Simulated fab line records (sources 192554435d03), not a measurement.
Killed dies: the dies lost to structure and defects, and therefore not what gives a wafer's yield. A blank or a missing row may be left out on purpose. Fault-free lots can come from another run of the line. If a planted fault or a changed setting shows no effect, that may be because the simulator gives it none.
fab line records -- flow n5_finfet
record lots=11, wafers=33, last_day=17
route steps=1938 shown SDB@371 TV_OPEN@1887 PASSIVATION@1925
lots with no fault: from the same line, run without faults
start_h: hours from the record's opening day to when the first of the lot's shown wafers began -- wait_h: how many hours have passed since the lot's step before this one -- " the same as in the row above -- L1.1+2: one row covering several wafers at once -- - no value present, or no start provided -- * or withheld: withheld -- < > ~ a bound
route shown NAME@n: names a module that has steps shown in the file, with the first one's number in the route -- usual: mean/standard deviation taken from wafers without a fault -- same: alike in all rows -- chamber/n: place in a boat -- sites: per-site readings -- _std_site: the values' standard deviation -- _edge_site: inner sites' mean taken away from outer sites' mean -- radius_mm: for every site, how far away it sits from the centre of the wafer -- mask NAME#n: copy n -- behind: tool/chamber where the wafer was last shaped -- hold: the reason the lot was held/the length of the hold in hours/how it ended -- device: which transistor (n, p or np) failed to switch -- end of line: tests run on the same wafers once the route is complete -- a step without rows: its recipe alone -- killed: not the wafer's yield, but the dies lost to structure and defects at the first sort -- map: the dies of a wafer, with x for killed, . for not killed, _ for no die there
set.NAME: the setting that was run; set.NAME@STEP: the one run at that earlier step -- model.NAME: the simulator's own value behind a step, which no gauge read
route steps across a sampled set of lots; one table per step, one row per wafer
services: from which hour (start_h, from the record's first day; less than 0 if before it) a tool's chamber was out of use, for how many hours, and why
## steps
# step N5_SDB_PRECLEAN_39
# recipe chemistry=O3/DIW, time_s=45, temp_c=22, o3_ppm=10
# usual o3_ppm=10.01/0.1
lot.wafer,tool,chamber,start_h,wait_h,o3_ppm
L240.3,wet_bench-06,0,91.55,0.0,9.99
L240.4,wet_bench-06,7,91.55,0.0,10.10
L240.5,wet_bench-06,4,91.55,0.0,9.74
L241.1,wet_bench-04,6,100.03,0.0,10.11
L241.2,wet_bench-04,0,100.03,0.0,9.89
L241.6,wet_bench-04,1,100.03,0.0,9.92
L242.1,wet_bench-04,4,107.30,0.0,10.13
L242.2,wet_bench-04,6,107.30,0.0,10.04
L242.5,wet_bench-04,7,107.30,0.0,10.02
L244.1,wet_bench-06,7,118.93,0.0,10.01
L244.3,wet_bench-06,6,118.93,0.0,9.82
L244.6,wet_bench-06,1,118.93,0.0,9.94
L245.2,wet_bench-06,3,121.08,0.0,10.04
L245.3,wet_bench-06,6,121.08,0.0,10.09
L245.6,wet_bench-06,0,121.08,0.0,10.08
L249.3,wet_bench-01,0,147.81,0.0,10.04
L249.4,wet_bench-01,1,147.81,0.0,10.11
L249.6,wet_bench-01,7,147.81,0.0,10.06
L250.1,wet_bench-06,4,152.96,0.0,9.89
L250.4,wet_bench-06,3,152.96,0.0,10.09
L250.6,wet_bench-06,1,152.96,0.0,9.99
L254.3,wet_bench-04,2,174.57,0.0,9.95
L254.5,wet_bench-04,0,174.57,0.0,10.17
L254.6,wet_bench-04,5,174.57,0.0,9.85
L255.2,wet_bench-04,7,182.04,0.0,9.87
L255.4,wet_bench-04,1,182.04,0.0,9.88
L255.6,wet_bench-04,2,182.04,0.0,10.10
L258.1,wet_bench-04,1,202.68,0.0,10.02
L258.2,wet_bench-04,3,202.68,0.0,10.22
L258.6,wet_bench-04,6,202.68,0.0,10.06
L259.2,wet_bench-04,6,210.25,0.0,10.02
L259.3,wet_bench-04,7,210.25,0.0,10.18
L259.5,wet_bench-04,5,210.25,0.0,10.01
# step N5_PASSIVATION_PASS_ETCH_74
# recipe chemistry=CF4/O2, target=SiNx, target_depth_a=2200, time_s=110, ion_energy_ev=100, pressure_mtorr=40, source_w=535, bias_w=49, Ar_flow_sccm=100, cf4_flow_sccm=100, O2_flow_sccm=10
# usual chamber_pressure_mTorr=40.00/0.039, drypump_motor_current_A=5.9/0.42, oes_product_au=0.79/0.077, rf_vpp_V=241.8/2.8, showerhead_plenum_p_Torr=2.22/0.083, throttle_valve_pct=15.98/0.22
lot.wafer,tool,chamber,start_h,wait_h,chamber_pressure_mTorr,drypump_motor_current_A,oes_product_au,rf_hours_counter_h,rf_vpp_V,showerhead_plenum_p_Torr,throttle_valve_pct
L240.3,rie_diel-02,0,270.99,0.0,40.02,6.0,0.80,100,243.5,2.31,15.72
L240.4,rie_diel-02,2,270.99,0.0,40.06,6.2,0.73,216,239.6,2.10,16.40
L240.5,rie_diel-02,2,270.99,0.0,39.97,6.2,0.72,-,239.6,2.10,16.41
L241.1,rie_diel-02,3,283.87,0.0,40.03,5.6,0.90,43,241.4,2.34,15.85
L241.2,rie_diel-02,0,283.87,0.0,40.02,6.0,0.79,104,243.7,2.31,15.73
L241.6,rie_diel-02,2,283.87,0.0,39.96,6.2,0.73,-,241.0,2.10,16.41
L244.1,rie_diel-06,2,300.48,0.0,39.98,5.2,0.84,76,246.3,2.23,15.92
L244.3,rie_diel-06,0,300.48,0.0,39.97,5.9,0.95,15,236.7,2.16,15.74
L244.6,rie_diel-06,2,300.48,0.0,40.01,5.2,0.82,-,244.2,2.23,15.93
L242.1,rie_diel-03,0,301.20,0.0,39.97,6.6,0.83,60,244.1,2.15,15.95
L242.2,rie_diel-03,2,301.20,0.0,39.98,5.3,0.72,182,240.1,2.11,16.14
L242.5,rie_diel-03,1,301.20,0.0,40.05,6.0,0.71,-,241.2,2.27,16.27
L245.2,rie_diel-03,2,305.74,0.0,40.02,5.3,0.72,184,240.7,2.11,16.13
L245.3,rie_diel-03,0,305.74,0.0,39.98,6.6,0.83,61,244.2,2.15,15.94
L245.6,rie_diel-03,3,305.74,0.0,39.98,5.3,0.88,-,245.6,2.16,16.00
L249.3,rie_diel-02,2,333.60,0.0,40.02,6.2,0.70,236,240.2,2.09,16.42
L249.4,rie_diel-02,0,333.60,0.0,39.97,6.1,0.77,120,243.3,2.30,15.77
L249.6,rie_diel-02,2,333.60,0.0,39.97,6.2,0.71,-,240.0,2.09,16.44
L250.1,rie_diel-03,2,350.90,0.0,39.99,5.3,0.72,193,239.0,2.11,16.16
L250.4,rie_diel-03,0,350.90,0.0,40.02,6.6,0.82,73,245.2,2.15,15.97
L250.6,rie_diel-03,3,350.90,0.0,40.03,5.3,0.86,-,245.9,2.16,16.02
L254.3,rie_diel-02,0,364.32,0.0,40.03,6.0,0.76,129,241.6,2.30,15.76
L254.5,rie_diel-02,0,364.32,0.0,39.93,6.0,0.77,-,242.9,2.30,15.76
L254.6,rie_diel-02,3,364.32,0.0,39.99,5.6,0.86,-,241.7,2.33,15.90
L255.2,rie_diel-06,3,376.65,0.0,39.94,5.8,0.77,143,238.3,2.30,15.84
L255.4,rie_diel-06,0,376.65,0.0,40.02,5.9,0.88,43,234.9,2.15,15.80
L255.6,rie_diel-06,3,376.65,0.0,39.95,5.8,0.77,-,237.5,2.30,15.83
L258.1,rie_diel-03,2,383.82,0.0,39.96,5.3,0.71,204,239.4,2.10,16.18
L258.2,rie_diel-03,0,383.82,0.0,40.02,6.7,0.80,82,244.1,2.15,15.99
L258.6,rie_diel-03,1,383.82,0.0,40.04,5.9,0.69,-,240.9,2.27,16.34
L259.2,rie_diel-02,2,401.51,0.0,39.99,6.2,0.97,1,242.9,2.35,15.97
L259.3,rie_diel-02,1,401.51,0.0,40.02,6.2,0.70,222,244.5,2.27,15.89
L259.5,rie_diel-02,0,401.51,0.0,39.93,6.0,0.77,-,243.5,2.30,15.81
# step N5_PASSIVATION_CD_MEAS_44
# recipe target_cd_nm=40000, landing_energy_ev=500, detector=se_inlens
# usual cd_nm=40000/2.7
lot.wafer,tool,chamber,start_h,wait_h,cd_nm
L240.3,cd_sem-02,0,274.03,-,39997
L240.4,cd_sem-02,0,274.03,-,39995
L240.5,cd_sem-02,0,274.03,-,39998
L241.1,cd_sem-03,0,287.63,-,40002
L241.2,cd_sem-03,0,287.63,-,40005
L241.6,cd_sem-03,0,287.63,-,40002
L244.1,cd_sem-03,0,303.86,-,40003
L244.3,cd_sem-03,0,303.86,-,40001
L244.6,cd_sem-03,0,303.86,-,40001
L242.1,cd_sem-03,0,304.57,-,39998
L242.2,cd_sem-03,0,304.57,-,39999
L242.5,cd_sem-03,0,304.57,-,40002
L245.2,cd_sem-03,0,309.12,-,40002
L245.3,cd_sem-03,0,309.12,-,40002
L245.6,cd_sem-03,0,309.12,-,39999
L249.3,cd_sem-01,0,337.86,-,40003
L249.4,cd_sem-01,0,337.86,-,40004
L249.6,cd_sem-01,0,337.86,-,40004
L250.1,cd_sem-02,0,354.98,-,39999
L250.4,cd_sem-02,0,354.98,-,40002
L250.6,cd_sem-02,0,354.98,-,39999
L254.3,cd_sem-02,0,369.71,-,39999
L254.5,cd_sem-02,0,369.71,-,39998
L254.6,cd_sem-02,0,369.71,-,39999
L255.2,cd_sem-03,0,380.03,-,40002
L255.4,cd_sem-03,0,380.03,-,40001
L255.6,cd_sem-03,0,380.03,-,40003
L258.1,cd_sem-03,0,388.15,-,39998
L258.2,cd_sem-03,0,388.15,-,39998
L258.6,cd_sem-03,0,388.15,-,40000
L259.2,cd_sem-01,0,405.04,-,39999
L259.3,cd_sem-01,0,405.04,-,40002
L259.5,cd_sem-01,0,405.04,-,40000
# step N5_PASSIVATION_PASS_ETCH_47
# recipe chemistry=CF4/O2, target=SiNx, target_depth_a=7700, time_s=385, ion_energy_ev=100, pressure_mtorr=40, source_w=535, bias_w=49, Ar_flow_sccm=100, cf4_flow_sccm=100, O2_flow_sccm=10
# usual chamber_pressure_mTorr=40.00/0.037, drypump_motor_current_A=5.9/0.53, oes_product_au=0.82/0.083, rf_vpp_V=241.1/2, showerhead_plenum_p_Torr=2.24/0.059, throttle_valve_pct=15.8/0.34
lot.wafer,tool,chamber,start_h,wait_h,chamber_pressure_mTorr,drypump_motor_current_A,oes_product_au,rf_hours_counter_h,rf_vpp_V,showerhead_plenum_p_Torr,throttle_valve_pct
L240.3,rie_diel-04,0,274.16,0.0,40.03,6.6,0.96,7,244.6,2.34,15.3
L240.4,rie_diel-04,3,274.16,0.0,39.98,5.7,0.69,-,241.6,2.26,15.7
L240.5,rie_diel-04,2,274.16,0.0,40.01,5.7,0.86,-,238.3,2.25,15.4
L241.1,rie_diel-05,2,287.75,0.0,40.05,6.6,0.74,192,240.0,2.19,16.0
L241.2,rie_diel-05,0,287.75,0.0,40.09,5.6,0.78,124,243.5,2.13,15.8
L241.6,rie_diel-05,3,287.75,0.0,39.97,5.6,0.75,-,240.6,2.29,16.0
L244.1,rie_diel-04,3,303.98,0.0,40.00,5.7,0.69,244,240.1,2.26,15.8
L244.3,rie_diel-04,1,303.98,0.0,39.98,5.7,0.74,180,241.2,2.19,16.2
L244.6,rie_diel-04,2,303.98,0.0,39.97,5.8,0.85,-,238.1,2.25,15.4
L242.1,rie_diel-04,3,305.04,0.0,39.98,5.7,0.69,244,240.9,2.26,15.8
L242.2,rie_diel-04,2,305.04,0.0,39.86,5.7,0.84,41,237.1,2.25,15.4
L242.5,rie_diel-04,3,305.04,0.0,39.99,5.7,0.69,-,239.5,2.26,15.8
L245.2,rie_diel-04,2,309.32,0.0,39.97,5.8,0.84,44,236.8,2.25,15.4
L245.3,rie_diel-04,1,309.32,0.0,39.96,5.7,0.74,182,240.8,2.19,16.2
L245.6,rie_diel-04,1,309.32,0.0,39.93,5.7,0.74,-,240.9,2.19,16.2
L249.3,rie_diel-04,2,337.98,0.0,39.96,5.7,0.83,55,237.3,2.24,15.5
L249.4,rie_diel-04,0,337.98,0.0,40.01,6.6,0.89,33,243.7,2.33,15.4
L249.6,rie_diel-04,1,337.98,0.0,40.06,5.7,0.73,-,242.5,2.19,16.2
L250.1,rie_diel-01,3,355.41,0.0,39.95,5.1,0.92,21,241.0,2.34,15.6
L250.4,rie_diel-01,0,355.41,0.0,40.02,5.5,0.81,117,240.7,2.22,16.2
L250.6,rie_diel-01,3,355.41,0.0,39.93,5.1,0.93,-,240.1,2.34,15.6
L254.3,rie_diel-04,0,369.83,0.0,40.00,6.6,0.87,45,245.4,2.33,15.4
L254.5,rie_diel-04,3,369.83,0.0,40.01,5.7,0.91,-,240.9,2.25,15.4
L254.6,rie_diel-04,0,369.83,0.0,40.04,6.6,0.88,-,243.2,2.33,15.4
L255.2,rie_diel-05,2,380.16,0.0,39.99,6.6,0.72,224,237.9,2.18,16.0
L255.4,rie_diel-05,0,380.16,0.0,40.00,5.6,0.76,156,242.2,2.12,15.9
L255.6,rie_diel-05,2,380.16,0.0,40.03,6.6,0.72,-,240.3,2.18,16.0
L258.1,rie_diel-01,3,388.28,0.0,40.02,5.1,0.91,32,241.3,2.33,15.6
L258.2,rie_diel-01,0,388.28,0.0,40.08,5.4,0.80,128,241.0,2.22,16.3
L258.6,rie_diel-01,0,388.28,0.0,40.04,5.5,0.80,-,239.8,2.22,16.3
L259.2,rie_diel-04,0,405.17,0.0,40.00,6.6,0.86,58,243.9,2.32,15.4
L259.3,rie_diel-04,3,405.17,0.0,40.03,5.7,0.89,24,239.2,2.25,15.4
L259.5,rie_diel-04,3,405.17,0.0,40.00,5.6,0.89,-,239.7,2.25,15.4
# step N5_PASSIVATION_PROBE_49
# usual defect_limited_yield=91.3/1.5, killed_at_M0_to_M3=35/10, killed_at_M4_up=13/5.3, killed_at_contacts=12/5.7, killed_at_front_end=39/11, killed_at_other=3.3/2.7, killed_dies=102/18, killed_on_rim=13/4, killed_open=67/13, killed_short=34/7.8, sort_bin_5_function=5.1/1, sort_bin_6_memory=3.3/0.68, sort_n_pass=1078/18, sort_yield_pct=91.3/1.5
# same gross_dies=1180, killed_at_back_side=0, sort_bin_4_leakage[%]=0, sort_bin_8_speed[%]=0
lot.wafer,tool,chamber,start_h,wait_h,defect_limited_yield[%],killed_at_M0_to_M3,killed_at_M4_up,killed_at_contacts,killed_at_front_end,killed_at_other,killed_dies,killed_on_rim,killed_open,killed_short,sort_bin_5_function[%],sort_bin_6_memory[%],sort_n_pass,sort_yield_pct[%]
L244.1,prober-01,-,306.99,0.0,92.9,34,4,6,37,3,84,9,54,29,4.2,2.8,1096,92.9
L244.3,prober-01,-,307.09,0.1,88.3,37,7,15,78,1,138,20,64,27,6.7,3.6,1042,88.3
L244.6,prober-01,-,307.24,0.3,92.5,35,5,4,40,4,88,13,56,32,3.7,3.6,1092,92.5
L245.2,prober-02,-,312.39,0.1,93.3,33,9,4,32,1,79,15,43,36,4.1,2.3,1101,93.3
L245.3,prober-02,-,312.44,0.1,84.8,66,16,12,77,8,179,29,93,36,10.4,3.6,1001,84.8
L245.6,prober-02,-,312.59,0.3,92.2,38,8,19,23,4,92,10,62,30,3.9,3.5,1088,92.2
L255.2,prober-02,-,383.23,0.1,91.0,40,13,16,35,2,106,10,62,42,5.0,3.6,1074,91.0
L255.4,prober-02,-,383.33,0.2,91.8,34,11,22,30,0,97,7,63,33,4.4,3.3,1083,91.8
L255.6,prober-02,-,383.43,0.3,89.2,44,15,23,46,0,128,18,76,42,5.8,4.1,1052,89.2
# killed by level:class
L244.1 BEOL_M2:geometric_particle:open=14 DUMMY_GATE:geometric_particle:open=7 FIN_SAQP:geometric_particle:open=6 FIN_SAQP:geometric_particle:short=5 MOL_CONTACT_COAG:geometric_particle:open=5 BEOL_M0_SAQP:geometric_particle:open=5 BEOL_M1:geometric_particle:open=5 SPACER0:geometric_particle:open=4
L244.3 SDB:unspecified=47 MOL_CONTACT_COAG:geometric_particle:open=13 BEOL_M0_SAQP:geometric_particle:short=12 BEOL_M0_SAQP:geometric_particle:open=8 BEOL_M2:geometric_particle:open=8 FIN_SAQP:geometric_particle:open=7 BEOL_M1:geometric_particle:open=5 BEOL_M4:geometric_particle:open=5
L244.6 STI_FIN_REVEAL:geometric_particle:open=11 BEOL_M2:geometric_particle:open=11 FIN_SAQP:geometric_particle:open=9 BEOL_M0_SAQP:geometric_particle:short=9 BEOL_M0_SAQP:geometric_particle:open=7 DUMMY_GATE:geometric_particle:open=5 STARTING-WAFER:geometric_particle:short=4 STI_FIN_REVEAL:geometric_particle:short=3
L245.2 BEOL_M0_SAQP:geometric_particle:short=11 STI_FIN_REVEAL:geometric_particle:open=7 BEOL_M0_SAQP:geometric_particle:open=5 FIN_SAQP:geometric_particle:short=4 FIN_CUT:geometric_particle:short=4 BEOL_M2:geometric_particle:open=4 FIN_CUT:geometric_particle:open=3 BEOL_M3:geometric_particle:open=3
L245.3 SDB:unspecified=50 BEOL_M0_SAQP:geometric_particle:open=28 BEOL_M0_SAQP:geometric_particle:short=18 MOL_CONTACT_COAG:geometric_particle:open=12 STI_FIN_REVEAL:geometric_particle:open=10 BEOL_M3:geometric_particle:open=7 BEOL_M4:geometric_particle:open=7 BEOL_M2:geometric_particle:open=5
L245.6 MOL_CONTACT_COAG:geometric_particle:open=17 BEOL_M0_SAQP:geometric_particle:short=14 BEOL_M0_SAQP:geometric_particle:open=10 DUMMY_GATE:geometric_particle:open=5 STI_FIN_REVEAL:geometric_particle:open=5 BEOL_M0:geometric_particle:open=4 BEOL_M1:geometric_particle:open=4 FIN_SAQP:geometric_particle:short=3
L255.2 MOL_CONTACT_COAG:geometric_particle:open=11 BEOL_M5:geometric_particle:open=10 FIN_SAQP:geometric_particle:short=8 BEOL_M0_SAQP:geometric_particle:open=8 BEOL_M0_SAQP:geometric_particle:short=8 BEOL_M1:geometric_particle:open=8 BEOL_M2:geometric_particle:open=6 FIN_SAQP:geometric_particle:open=5
L255.4 MOL_CONTACT_COAG:geometric_particle:open=18 BEOL_M0_SAQP:geometric_particle:short=14 DUMMY_GATE:geometric_particle:open=9 BEOL_M0_SAQP:geometric_particle:open=7 BEOL_M3:geometric_particle:open=7 FIN_SAQP:geometric_particle:short=6 MOL_CONTACT_COAG:geometric_particle:short=4 BEOL_M5:geometric_particle:open=4
L255.6 MOL_CONTACT_COAG:geometric_particle:open=18 BEOL_M0_SAQP:geometric_particle:short=15 BEOL_M0_SAQP:geometric_particle:open=11 GATE_CUT:geometric_particle:open=10 HKMG_FIN:area_etch=7 DUMMY_GATE:geometric_particle:open=5 GATE_CUT:geometric_particle:short=5 MOL_CONTACT_COAG:geometric_particle:short=5
## services
tool,chamber,start_h,hours,kind
wet_bench-04,-,82.16,1.2,repair
rie_diel-01,-,88.48,28.1,pm
rie_diel-06,0,88.86,4.1,repair
rie_diel-04,-,101.30,0.5,repair
rie_diel-02,1,113.73,15.6,repair
rie_diel-06,2,117.42,1.2,repair
rie_diel-05,2,119.71,1.5,repair
rie_diel-02,3,153.75,1.5,repair
rie_diel-04,1,160.26,9.4,repair
rie_diel-03,3,164.52,1.7,repair
rie_diel-02,0,201.01,9.1,repair
rie_diel-04,2,210.03,5.3,repair
rie_diel-04,1,217.31,5.0,repair
rie_diel-02,2,223.76,6.1,repair
rie_diel-02,2,237.18,4.4,repair
rie_diel-04,1,265.61,2.8,repair
rie_diel-04,1,270.86,4.3,repair
rie_diel-04,3,283.85,4.2,repair
rie_diel-04,2,298.45,3.9,repair
rie_diel-03,-,323.93,14.6,pm
rie_diel-02,-,343.94,2.8,pm
rie_diel-02,0,369.71,4.9,repair
rie_diel-02,-,375.07,4.3,pm
rie_diel-02,3,400.38,5.9,repair
## key
first_sign step=N5_PASSIVATION_PROBE_49, reading=killed_at_front_end, direction=up, sigmas=3.5, usual=39, struck=78
effect step=N5_PASSIVATION_PROBE_49, reading=killed_dies, direction=up, sigmas=3.1, usual=102, struck=158
more_kills_born_at N5_SDB_PRECLEAN_39@wet_bench-06=97
met_at N5_SDB_PRECLEAN_39
struck_lots L244,L245
struck_wafers L244.3,L245.3
not_acting_at N5_PASSIVATION_PASS_ETCH_74,N5_PASSIVATION_CD_MEAS_44,N5_PASSIVATION_PASS_ETCH_47
fault kind=chamber_particle_source, tool=wet_bench-06, chamber=6, onset_h=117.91, steps=N5_SDB_PRECLEAN_39, rate_per_visit_cm2=0.75749, end_h=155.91
